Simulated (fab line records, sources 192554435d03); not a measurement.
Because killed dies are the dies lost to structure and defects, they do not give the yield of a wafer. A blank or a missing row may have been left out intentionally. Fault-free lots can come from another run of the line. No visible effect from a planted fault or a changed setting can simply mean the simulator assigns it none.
Problem report, 8D (eight disciplines) form, completed by code + flow n5Finfet + the parts of the form that need people (team, actions taken, sign-off) are left out

## 1. PROBLEM STATEMENT
Mean of spinSpeedRpm at N5_MOL_CONTACT_COAG_COAT_104: 1589.5 rpm across 6 wafers in 2 lots; on wafers with no fault it is 1500.2 rpm (standard deviation 0.98). Measured from the usual mean, that is +91 standard deviations.
The step: time 60 s, resist thk 12 nm.
The first sign was on wafer L362.1 at day 9 05:38, on lithoTrack-03. Wafers with a number at this step in the record: 12, from 4 lots. Rule for "out" (also "out of limits"): further than 4 standard deviations from the usual mean. All remaining wafers that have a number are taken as sound.

## 2. WHAT IT IS AND WHAT IT IS NOT
| question                    | is                     | is not                                                             |
|-----------------------------|------------------------|--------------------------------------------------------------------|
| which readings at this step | spinSpeedRpm           | -                                                                  |
| which lots                  | L362, L363             | L346, L366                                                         |
| which wafers of those lots  | all that have a number | -                                                                  |
| read on which tools         | lithoTrack-03          | lithoTrack-05                                                      |
| when                        | from day 9 05:38       | up to then (3 sound wafers); but 3 sound wafers of L366 came after |

## 3. WHAT RULES OUT EACH SUSPECT
Counting: a tool at a process step up to the reading stays a suspect if it ran every lot that is out and no sound lot after the first of them.
- lithoTrack-03 at N5_MOL_CONTACT_COAG_COAT_104 (time 60 s, resist thk 12 nm): kept. It ran every lot that is out, first L362 (day 9 05:38), and no sound lot after that; its last sound lot up to then is L346 (day 5 10:02). On those wafers its own readings are out: spinSpeedRpm.
Remaining after the count: lithoTrack-03 at N5_MOL_CONTACT_COAG_COAT_104.

## 4. THE CAUSE (what the simulator had put in)
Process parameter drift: lithoTrack-03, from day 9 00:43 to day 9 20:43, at N5_MOL_CONTACT_COAG_COAT_104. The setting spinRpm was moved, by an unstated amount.
Counting left only this tool.

## 5. THE CHAIN OF EFFECTS, in route order
Rows list readings where the struck wafers' mean (over those with a number) sits beyond 3 standard deviations from the usual. Readings are gone through only where the record gives a usual standard deviation; hours: the median, over the lots, of the time from a lot's start at the first step in this table giving one to that lot's start at this step; sigmas: the change measured in usual standard deviations.
| hours | step                         | reading      | usual      | on struck wafers | change | sigmas |
|-------|------------------------------|--------------|------------|------------------|--------|--------|
| 0     | N5_MOL_CONTACT_COAG_COAT_104 | spinSpeedRpm | 1500.2 rpm | 1589.5           | +89.3  | +91    |
The process steps in it:
- N5_MOL_CONTACT_COAG_COAT_104: time 60 s, resist thk 12 nm.
At these later measuring or inspecting steps, every struck wafer for which the step has a row has a number for every such reading, and none has moved that far: N5_BEOL_M4_RC_MEAS_101.

## 6. HOW IT WOULD HAVE BEEN CAUGHT EARLIER
In this record no reading fell out of limits until day 9 05:38, 5 hours after the fault had begun at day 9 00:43.
